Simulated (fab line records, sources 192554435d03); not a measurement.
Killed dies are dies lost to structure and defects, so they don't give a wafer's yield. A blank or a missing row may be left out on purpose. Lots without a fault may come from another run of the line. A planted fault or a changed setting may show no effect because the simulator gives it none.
fab line records | flow n5_finfet | part 1 of 2: steps 1 to 25 of 26
record lots=6 wafers=17 last_day=19
route steps=1938 shown MIM_BOT_LITHO@1862 MIM_BOT_ETCH@1866 PASS1_CAP@1873 TV_LITHO@1875 PASSIVATION@1936
lots that met no fault: from a run of the same line without faults
start_h: hours from the record's first day to the start of the lot's first wafer shown | wait_h: hours since the lot's step before | " the same as in the row above | L1.1+2: a row that stands for several wafers | - no value, or no start given | * or withheld: withheld | < > ~ a bound
route shown NAME@n: a module of which the file shows steps, and the number in the route of the first | usual: mean/standard deviation of fault-free wafers | same: alike in all rows | chamber/n: place in a boat | sites: the reading at each site | _std_site: their standard deviation | _edge_site: outer sites' mean less inner sites' | radius_mm: how far each site lies from the wafer's centre | mask NAME#n: copy n | behind: the tool/chamber that last shaped the wafer | hold: why the lot was held/for how many hours/how that ended | device: the transistor (n, p or np) that didn't switch | end of line: the same wafers' tests at the end of the route | a step without rows: its recipe alone | killed: dies lost to structure and defects at the first sort, not the wafer's yield | map: a wafer's dies, x killed, . not, _ none there
set.NAME: the setting as run; set.NAME@STEP: as run at that earlier step | model.NAME: the simulator's own value behind a step, which no gauge read
lots at some steps of the route; a table a step, a row a wafer
services: from which hour (start_h, from the record's first day; less than 0 if before it) a tool's chamber was out of use, for how many hours, and why
## steps
# step N5_MIM_BOT_LITHO_CD_MEAS_08
# recipe target_cd_nm=3000 landing_energy_ev=500 detector=se_inlens polarity=opening
# usual cd_nm=3000.6/3
# columns lot.wafer tool chamber start_h wait_h cd_nm
L169.1 cd_sem-02 0 295.28 - 2999.3
L169.2 " 0 " " 3001.9
L169.3 " 0 " " 2998.8
L176.1 cd_sem-02 0 335.04 - 2998.4
L176.2 " 0 " " 3006.7
L176.6 " 0 " " 2998.5
L177.2 cd_sem-02 0 341.37 - 2999.1
L177.3 " 0 " " 3001.6
L177.5 " 0 " " 2998.4
L189.2 cd_sem-01 0 418.37 - 2997.7
L189.4 " 0 " " 2998.9
L189.6 " 0 " " 3000.4
L187.1 cd_sem-03 0 418.51 - 3005.5
L187.4 " 0 " " 3006.2
L190.1 cd_sem-02 0 438.77 - 2999.4
L190.2 " 0 " " 3001.1
L190.6 " 0 " " 3006.5
# step N5_MIM_BOT_LITHO_OVL_MEAS_11
# recipe points_per_wafer=44
# usual MIM_BOT_OVL=-1/5
# columns lot.wafer tool chamber start_h wait_h MIM_BOT_OVL[nm]
L169.1 overlay-02 0 295.31 0.0 4
L169.2 " 0 " " -4
L169.3 " 0 " " -8
L176.1 overlay-02 0 335.07 0.0 1
L176.2 " 0 " " -7
L176.6 " 0 " " -4
L177.2 overlay-02 0 341.40 0.0 7
L177.3 " 0 " " -3
L177.5 " 0 " " 1
L189.2 overlay-01 0 418.40 0.0 -8
L189.4 " 0 " " -1
L189.6 " 0 " " -2
L187.1 overlay-01 0 418.54 0.0 -5
L187.4 " 0 " " -1
L190.1 overlay-02 0 438.80 0.0 -1
L190.2 " 0 " " -3
L190.6 " 0 " " -3
# step N5_MIM_BOT_LITHO_INSPECT_12
# recipe mode=adi inspect_instrument=macro
# usual raw_defect_count=1.9/1.4
# columns lot.wafer tool chamber start_h wait_h raw_defect_count
L169.1 defect_inspect-01 - 295.33 0.0 2
L169.2 " - " " 1
L169.3 " - " " 2
L176.1 defect_inspect-02 - 335.09 0.0 0
L176.2 " - " " 3
L176.6 " - " " 1
L177.2 defect_inspect-01 - 341.43 0.0 2
L177.3 " - " " 2
L177.5 " - " " 0
L189.2 defect_inspect-01 - 418.42 0.0 5
L189.4 " - " " 3
L189.6 " - " " 1
L187.1 defect_inspect-02 - 418.56 0.0 3
L187.4 " - " " 2
L190.1 defect_inspect-02 - 438.82 0.0 3
L190.2 " - " " 2
L190.6 " - " " 3
# step N5_MIM_BOT_LITHO_DESCUM_10
# recipe chemistry=O2 time_s=7.9 source_power_w=50 bias_power_w=20 pressure_mtorr=20 rf_frequency_hz=2.712e+07 temp_c=40 o2_flow_sccm=225
# usual drypump_motor_current_A=5.6/0.54 oes_product_au=0.78/0.089 rf_vpp_V=242.9/1.3 showerhead_plenum_p_Torr=2.08/0.067 throttle_valve_pct=20.43/0.29
# columns lot.wafer tool chamber start_h wait_h drypump_motor_current_A oes_product_au rf_hours_counter_h rf_vpp_V showerhead_plenum_p_Torr throttle_valve_pct
L169.1 rie_diel-06 2 295.36 0.0 5.4 0.89 45 244.3 2.14 20.53
L169.2 " 0 " " 5.3 0.72 216 244.5 2.13 20.48
L169.3 " 3 " " 4.8 0.85 76 242.4 2.04 20.01
L176.1 rie_diel-05 2 336.11 1.0 5.9 0.78 111 242.7 2.03 20.32
L176.2 " 0 " " 6.3 0.75 183 241.8 1.96 20.19
L176.6 " 0 " " 6.3 0.75 - 240.9 1.96 20.16
L177.2 rie_diel-02 1 341.46 0.0 5.8 0.71 196 242.6 2.10 20.90
L177.3 " 0 " " 6.1 0.90 19 243.4 2.16 20.80
L177.5 " 1 " " 5.7 0.71 - 244.1 2.10 20.92
L189.2 rie_diel-05 1 418.46 0.0 4.9 0.65 280 241.6 2.05 20.33
L189.4 " 0 " " 6.3 0.71 - 241.7 1.95 20.24
L189.6 " 0 " " 6.3 0.72 - 240.5 1.95 20.23
L187.1 rie_diel-02 0 418.59 0.0 6.2 0.83 53 243.3 2.15 20.83
L187.4 " 2 " " 5.1 0.93 26 243.4 2.14 20.28
L190.1 rie_diel-05 1 438.86 0.0 4.9 1.01 1 242.6 2.05 20.12
L190.2 " 2 " " 5.9 0.76 137 241.0 2.02 20.37
L190.6 " 0 " " 6.3 0.71 - 240.9 1.94 20.25
# step N5_MIM_BOT_ETCH_ETCH_04
# recipe chemistry=CF4/O2 target=SiNx target_depth_a=260 time_s=13 ion_energy_ev=100 pressure_mtorr=40 source_w=535 bias_w=49 Ar_flow_sccm=100 cf4_flow_sccm=100 O2_flow_sccm=10
# usual cf4_flow_sccm=100.02/0.3 drypump_motor_current_A=5.6/0.55 oes_ar_750_au=0.78/0.088 oes_o_777_au=0.78/0.1 oes_product_au=0.78/0.097 rf_vpp_V=236/6.1 showerhead_plenum_p_Torr=2.19/0.051 throttle_valve_pct=15.98/0.24
# columns lot.wafer tool chamber start_h wait_h cf4_flow_sccm drypump_motor_current_A oes_ar_750_au oes_o_777_au oes_product_au rf_hours_counter_h rf_vpp_V showerhead_plenum_p_Torr throttle_valve_pct
L169.1 rie_diel-06 2 295.43 0.0 99.67 5.4 0.85 0.89 0.88 45 243 2.21 15.81
L169.2 " 0 " " 99.77 5.3 0.72 0.69 0.71 216 232 2.27 16.28
L169.3 " 3 " " 99.97 4.8 0.82 0.82 0.81 76 245 2.15 15.54
L176.1 rie_diel-05 2 336.20 0.1 99.90 5.9 0.79 0.79 0.79 111 227 2.14 15.91
L176.2 " 0 " " 100.33 6.3 0.75 0.70 0.74 183 229 2.11 16.06
L176.6 " 0 " " 100.12 6.3 0.75 0.70 0.74 - 231 2.11 16.05
L177.2 rie_diel-02 1 341.53 0.0 99.97 5.8 0.73 0.76 0.72 196 238 2.18 16.29
L177.3 " 0 " " 100.19 6.1 0.89 0.94 0.89 19 246 2.24 16.02
L177.5 " 1 " " 99.56 5.7 0.73 0.76 0.72 - 241 2.18 16.28
L189.2 rie_diel-05 1 418.56 0.1 100.25 4.9 0.64 0.63 0.62 280 236 2.17 16.04
L189.4 " 0 " " 100.66 6.3 0.71 0.67 0.70 - 231 2.10 16.13
L189.6 " 0 " " 100.28 6.3 0.72 0.67 0.70 - 232 2.10 16.13
L187.1 rie_diel-02 0 418.66 0.0 100.11 6.2 0.84 0.88 0.83 53 247 2.23 16.07
L187.4 " 2 " " 99.95 5.1 0.95 0.96 0.96 26 236 2.24 15.76
L190.1 rie_diel-05 1 438.92 0.0 99.98 4.9 0.99 0.98 0.97 1 237 2.17 15.57
L190.2 " 2 " " 99.54 5.9 0.77 0.77 0.76 137 226 2.13 15.94
L190.6 " 0 " " 100.65 6.3 0.72 0.67 0.69 - 230 2.09 16.15
# step N5_MIM_BOT_ETCH_ETCH_03
# recipe chemistry=Cl2/BCl3 target_depth_a=120 pressure_mtorr=8 icp_w=800 bias_w=100 Cl2_flow_sccm=20 bcl3_flow_sccm=80
# step N5_MIM_BOT_ETCH_ETCH_00
# recipe chemistry=Cl2/BCl3 target=TiN target_depth_a=455 ion_energy_ev=150 pressure_mtorr=10 icp_w=1000 bias_w=126 Cl2_flow_sccm=53.25 bcl3_flow_sccm=21.75 Ar_flow_sccm=25
# step N5_MIM_BOT_ETCH_STRIP_01
# recipe chemistry=O2 power_w=600 temp_c=60 pressure_mtorr=30 rf_frequency_hz=6e+07 bias_power_w=0 overash_fraction=0.5 o2_flow_sccm=225
# usual drypump_motor_current_A=5.6/0.54 oes_product_au=0.79/0.084 rf_vpp_V=3.6/1.4 showerhead_plenum_p_Torr=2.09/0.063 throttle_valve_pct=16.68/0.26
# columns lot.wafer tool chamber start_h wait_h drypump_motor_current_A oes_product_au rf_hours_counter_h rf_vpp_V showerhead_plenum_p_Torr throttle_valve_pct
L169.1 rie_diel-06 2 295.75 0.1 5.4 0.90 45 4.6 2.14 16.75
L169.2 " 1 " " 6.5 0.81 115 5.2 2.11 16.30
L169.3 " 0 " " 5.3 0.72 216 1.2 2.13 16.85
L176.1 rie_diel-05 2 336.64 0.2 5.9 0.79 112 2.2 2.03 16.56
L176.2 " 1 " " 4.9 0.67 243 4.0 2.07 16.62
L176.6 " 0 " " 6.3 0.74 - 3.8 1.97 16.52
L177.2 rie_diel-02 3 341.85 0.1 5.3 0.83 49 2.7 2.15 16.88
L177.3 " 0 " " 6.2 0.89 19 3.0 2.16 16.88
L177.5 " 1 " " 5.7 0.71 - 2.7 2.10 17.12
L189.2 rie_diel-06 2 418.91 0.1 5.4 0.84 89 5.8 2.13 16.77
L189.4 " 2 " " 5.4 0.82 - 2.0 2.13 16.77
L189.6 " 0 " " 5.3 1.00 - 1.4 2.12 16.44
L187.1 rie_diel-02 2 419.01 0.1 5.1 0.94 26 2.9 2.14 16.49
L187.4 " 1 " " 5.8 0.69 227 1.5 2.09 17.20
L190.1 rie_diel-06 2 439.24 0.1 5.4 0.80 99 2.7 2.12 16.78
L190.2 " 3 " " 4.8 0.80 123 3.3 2.02 16.36
L190.6 " 2 " " 5.4 0.81 - 5.0 2.12 16.81
# step N5_MIM_BOT_ETCH_STRIP_02
# recipe chemistry=post_etch_residue_remover time_s=1200 temp_c=72.5
# step N5_MIM_BOT_ETCH_CLEAN_05
# recipe chemistry=IPA time_s=180 temp_c=25
# step N5_MIM_BOT_ETCH_SRD_06
# recipe dry=ipa_marangoni time_s=30 temp_c=23 rinse_liquid=diw
# step N5_PASSIVATION_PECVD_55
# recipe material=SiO2 target_thk_a=4000 temp_c=400 precursor=SiH4/N2O pressure_torr=2.7 rf_w=608 time_s=22.5
# usual heater_power_w=657/120 showerhead_plenum_p_Torr=8.14/0.11 throttle_valve_pct=53/3.1
# columns lot.wafer tool chamber start_h wait_h heater_power_w showerhead_plenum_p_Torr throttle_valve_pct
L169.1 pecvd-03 1 296.25 0.0 751 8.11 49
L169.2 " 2 " " 836 8.29 49
L169.3 " 0 " " 613 8.15 50
L176.1 pecvd-03 1 337.14 0.0 799 8.12 49
L176.2 " 2 " " 852 8.28 49
L176.6 " 2 " " 908 8.26 50
L177.2 pecvd-03 1 342.36 0.0 845 8.12 49
L177.3 " 2 " " 861 8.31 50
L177.5 " 2 " " 905 8.29 50
L189.2 pecvd-01 2 419.41 0.0 727 7.90 51
L189.4 " 2 " " 739 7.90 51
L189.6 " 1 " " 419 8.20 57
L187.1 pecvd-04 1 419.56 0.0 578 8.21 57
L187.4 " 2 " " 545 8.22 49
L190.1 pecvd-04 0 439.78 0.0 696 8.18 56
L190.2 " 1 " " 590 8.20 57
L190.6 " 0 " " 712 8.17 56
# step N5_PASSIVATION_PECVD_01
# recipe material=SiNx target_thk_a=2000 temp_c=400 precursor=SiH4/NH3/N2 pressure_torr=4.9 rf_w=1406 time_s=43.2
# usual heater_power_w=376/130 showerhead_plenum_p_Torr=8.66/0.075 throttle_valve_pct=29.7/1.7
# columns lot.wafer tool chamber start_h wait_h heater_power_w showerhead_plenum_p_Torr throttle_valve_pct
L169.1 pecvd-03 1 296.29 0.0 391 8.64 27.6
L169.2 " 2 " " 666 8.76 28.1
L169.3 " 0 " " 297 8.64 28.4
L176.1 pecvd-03 1 337.19 0.0 478 8.64 27.9
L176.2 " 2 " " 641 8.77 28.3
L176.6 " 2 " " 640 8.76 28.1
L177.2 pecvd-03 1 342.39 0.0 549 8.64 27.8
L177.3 " 2 " " 581 8.74 28.0
L177.5 " 2 " " 614 8.76 28.0
L189.2 pecvd-01 2 419.44 0.0 450 8.48 28.7
L189.4 " 2 " " 462 8.49 28.8
L189.6 " 1 " " 159 8.69 32.2
L187.1 pecvd-04 1 419.59 0.0 243 8.71 31.7
L187.4 " 2 " " 232 8.72 27.9
L190.1 pecvd-04 0 439.81 0.0 470 8.69 31.7
L190.2 " 1 " " 216 8.69 31.8
L190.6 " 0 " " 471 8.69 31.5
# step N5_PASSIVATION_HMDS_03
# recipe time_s=60 temp_c=120
# step N5_PASSIVATION_COAT_04
# recipe spin_rpm=* resist_thk_nm=*
# step N5_PASSIVATION_EBR_06
# recipe solvent=PGMEA ebr_width_mm=1.5
# step N5_PASSIVATION_SOFTBAKE_05
# recipe temp_c=100 time_s=90
# step N5_PASSIVATION_EXPOSE_07
# recipe mask_id=TV na=0.55 source_shape=conventional sigma_outer=0.8 polarization=unpolarized defocus_nm=0 target_cd_nm=3000 dose_mj=22.75
# step N5_PASSIVATION_PEB_08
# recipe peb_temp_c=withheld peb_time_s=*
# step N5_PASSIVATION_DEVELOP_09
# recipe develop_time_s=60 rinse_liquid=diw dry=air_spin dev_temp_c=21
# step N5_PASSIVATION_HARDBAKE_11
# recipe temp_c=130 time_s=120
# step N5_PASSIVATION_CD_MEAS_10
# recipe target_cd_nm=3000 landing_energy_ev=500 detector=se_inlens
# usual cd_nm=2999.3/2.6
# columns lot.wafer tool chamber start_h wait_h cd_nm
L169.1 cd_sem-02 0 300.26 - 3002.4
L169.2 " 0 " " 3002.8
L169.3 " 0 " " 2998.1
L176.1 cd_sem-01 0 338.91 - 2998.4
L176.2 " 0 " " 2995.3
L176.6 " 0 " " 2994.5
L177.2 cd_sem-01 0 342.77 - 3001.3
L177.3 " 0 " " 2998.5
L177.5 " 0 " " 3000.4
L187.1 cd_sem-02 0 422.71 - 2994.7
L187.4 " 0 " " 3002.5
L189.2 cd_sem-03 0 423.73 - 2998.1
L189.4 " 0 " " 2999.1
L189.6 " 0 " " 3006.4
L190.1 cd_sem-03 0 442.22 - 2994.5
L190.2 " 0 " " 2996.8
L190.6 " 0 " " 2996.7
# step N5_PASSIVATION_OVL_MEAS_60
# recipe points_per_wafer=44
# usual TV_OVL=3/4.5
# columns lot.wafer tool chamber start_h wait_h TV_OVL[nm]
L169.1 overlay-02 0 300.29 0.0 -1
L169.2 " 0 " " 3
L169.3 " 0 " " 0
L176.1 overlay-02 0 338.94 0.0 6
L176.2 " 0 " " 0
L176.6 " 0 " " 5
L177.2 overlay-02 0 342.80 0.0 -1
L177.3 " 0 " " 2
L177.5 " 0 " " 1
L187.1 overlay-02 0 422.74 0.0 8
L187.4 " 0 " " 4
L189.2 overlay-02 0 423.76 0.0 8
L189.4 " 0 " " 11
L189.6 " 0 " " 6
L190.1 overlay-01 0 442.25 0.0 1
L190.2 " 0 " " 6
L190.6 " 0 " " 3
# step N5_PASSIVATION_INSPECT_61
# recipe mode=adi inspect_instrument=macro
# usual raw_defect_count=2.1/1.5
# columns lot.wafer tool chamber start_h wait_h raw_defect_count
L169.1 defect_inspect-01 - 300.31 0.0 1
L169.2 " - " " 4
L169.3 " - " " 4
L176.1 defect_inspect-01 - 338.96 0.0 >300
L176.2 " - " " >300
L176.6 " - " " >300
L177.2 defect_inspect-02 - 342.82 0.0 >300
L177.3 " - " " >300
L177.5 " - " " >300
L187.1 defect_inspect-01 - 422.77 0.0 0
L187.4 " - " " 3
L189.2 defect_inspect-01 - 423.78 0.0 1
L189.4 " - " " 1
L189.6 " - " " 2
L190.1 defect_inspect-01 - 442.27 0.0 0
L190.2 " - " " 1
L190.6 " - " " 2
# step N5_PASSIVATION_DESCUM_12
# recipe chemistry=O2 time_s=7.9 source_power_w=50 bias_power_w=20 pressure_mtorr=20 rf_frequency_hz=2.712e+07 temp_c=40 o2_flow_sccm=225
# usual drypump_motor_current_A=5.5/0.49 oes_product_au=0.80/0.078 rf_vpp_V=243.2/1.5 showerhead_plenum_p_Torr=2.10/0.075 throttle_valve_pct=20.45/0.22
# columns lot.wafer tool chamber start_h wait_h drypump_motor_current_A oes_product_au rf_hours_counter_h rf_vpp_V showerhead_plenum_p_Torr throttle_valve_pct
L169.1 rie_diel-04 3 300.35 0.0 6.4 0.73 186 242.6 2.06 20.56
L169.2 " 1 " " 5.6 0.77 181 243.4 2.09 20.59
L169.3 " 0 " " 5.3 0.85 56 243.2 2.09 20.31
L176.1 rie_diel-03 3 339.00 0.0 6.2 0.79 82 242.3 2.03 20.49
L176.2 " 2 " " 5.1 0.77 137 242.0 2.09 20.36
L176.6 " 1 " " 5.5 0.70 - 242.6 2.08 20.80
L177.2 rie_diel-03 1 343.27 0.4 5.6 0.71 232 244.1 2.08 20.81
L177.3 " 3 " " 6.2 0.80 83 239.8 2.02 20.48
L177.5 " 3 " " 6.2 0.79 - 243.4 2.02 20.51
L187.1 rie_diel-03 0 422.80 0.0 5.0 0.83 81 245.7 2.19 20.28
L187.4 " 2 " " 5.1 0.76 161 242.4 2.08 20.43
L189.2 rie_diel-04 3 423.93 0.1 6.4 0.70 225 242.2 2.04 20.63
L189.4 " 0 " " 5.3 0.80 93 243.0 2.08 20.37
L189.6 " 3 " " 6.4 0.70 - 241.5 2.04 20.63
L190.1 rie_diel-03 1 442.31 0.0 5.6 0.97 6 243.2 2.07 20.43
L190.2 " 2 " " 5.1 0.76 167 243.3 2.08 20.43
L190.6 " 0 " " 5.0 0.83 - 244.0 2.19 20.28
## key
first_sign step=N5_PASSIVATION_INSPECT_61 reading=raw_defect_count direction=up sigmas=99+ usual=2.1 struck=>300
effect step=N5_PASSIVATION_PROBE_49 reading=killed_at_other direction=up sigmas=51 usual=3.2 struck=141.3
more_kills_born_at N5_PASSIVATION_PECVD_01@pecvd-03=836
met_at N5_PASSIVATION_PECVD_01
struck_wafers L176.1,L176.2,L176.6,L177.2,L177.3,L177.5
onset_between 296.29 337.19
also_fits N5_PASSIVATION_PECVD_55:pecvd-03
fault kind=chamber_particle_source tool=pecvd-03 chamber=- onset_h=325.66 steps=N5_PASSIVATION_PECVD_01 rate_per_visit_cm2=1.1794 end_h=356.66
